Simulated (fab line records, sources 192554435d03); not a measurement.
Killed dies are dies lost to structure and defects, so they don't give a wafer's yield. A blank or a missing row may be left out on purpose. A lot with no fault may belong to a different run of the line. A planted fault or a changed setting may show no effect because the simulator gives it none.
3 desks looking at one fault ; flow n5Finfet ; every desk sees just its own numbers, and what lay behind them comes last
Where a reading is given only as a bound, like >300, the bound stands for it, and a mean or a difference that rests on one is marked > or <: the true number lies beyond.

== THE DEFECT DESK ==
Inspection counts along the route, by lot: the mean over sampled wafers that carry a number. A lot is out of limits, marked OUT, if its mean lies more than 4 standard deviations from the usual mean; the brackets give that distance.
Columns: A = rawDefectCount at N5_PASSIVATION_INSPECT_61, usual 2.0; B = rawDefectCount at N5_PASSIVATION_INSPECT_57, usual 1.9
lot;first seen here;A;B
L424;day 12 00:38;1.0;4.3
L427;day 12 10:31;2.3;2.3
L425;day 12 17:01;1.7;1.7
L428;day 12 21:31;1.7;1.3
L433;day 13 23:13;4.3;2.0
L437;day 15 08:02;2.0;0.7
L434;day 15 16:12;3.3;>101 (>+66) OUT
L439;day 15 16:30;0.7;2.7
L441;day 16 07:14;2.3;1.3
L442;day 16 19:32;2.7;1.7
L446;day 17 04:19;2.3;1.7
This desk finds L434 out of limits, L434 being first, at day 15 23:30 (rawDefectCount at N5_PASSIVATION_INSPECT_57). Within limits: L424, L427, L425, L428, L433, L437, L439, L441, L442, L446.

== THE METROLOGY DESK ==
What the gauges read for every lot (on any tool): the sampled wafers with a number, averaged. A lot is out of limits, marked OUT, if its mean lies more than 4 standard deviations from the usual mean; the brackets give that distance.
Columns: A = cdNm at N5_PASSIVATION_CD_MEAS_44, usual 39998 nm
lot;first seen here;A
L424;day 12 04:59;40002
L427;day 12 13:56;40001
L425;day 12 20:48;39995
L428;day 13 01:59;40000
L433;day 14 03:11;39999
L437;day 15 12:08;39995
L434;day 15 20:01;39999
L439;day 15 20:45;39998
L441;day 16 11:12;39996
L442;day 16 23:35;39998
L446;day 17 08:26;39997
This desk's verdict: no lot among the 11 shows anything out of limits.

== FOR THE TOOL OWNER'S DESK: wetBench-06 ==
The tool's own readings at N5_PASSIVATION_CLEAN_71 (cleans in IPA, time 180 s): means of the sampled wafers that have a number, for each lot that ran on this tool. A lot is out of limits, marked OUT, if its mean lies more than 4 standard deviations from the usual mean; the brackets give that distance.
Columns: A = tempC at N5_PASSIVATION_CLEAN_71, usual 24.99 C
lot;first seen here;A
L437;day 15 13:17;25.05
L434;day 15 21:04;24.99
This desk's verdict: no lot among the 2 shows anything out of limits.

== ALL TOGETHER ==
The defect desk could have raised an alarm at day 15 23:30, on L434.
At the metrology desk, nothing out of limits was observed.
The desk of the tool owner found nothing out of limits.
The metrology desk holds a record of L434, inside its limits.
Tool owner's desk: L434 on record, inside its limits.
Every lot named ran N5_PASSIVATION_CLEAN_71 on wetBench-06.

== WHAT THE SIMULATOR PUT IN ==
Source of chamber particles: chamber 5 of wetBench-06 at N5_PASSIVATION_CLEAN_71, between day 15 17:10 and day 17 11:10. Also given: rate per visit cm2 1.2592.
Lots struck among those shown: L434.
Hours from the fault's start to each desk's first reading out of limits: the defect desk, 6.
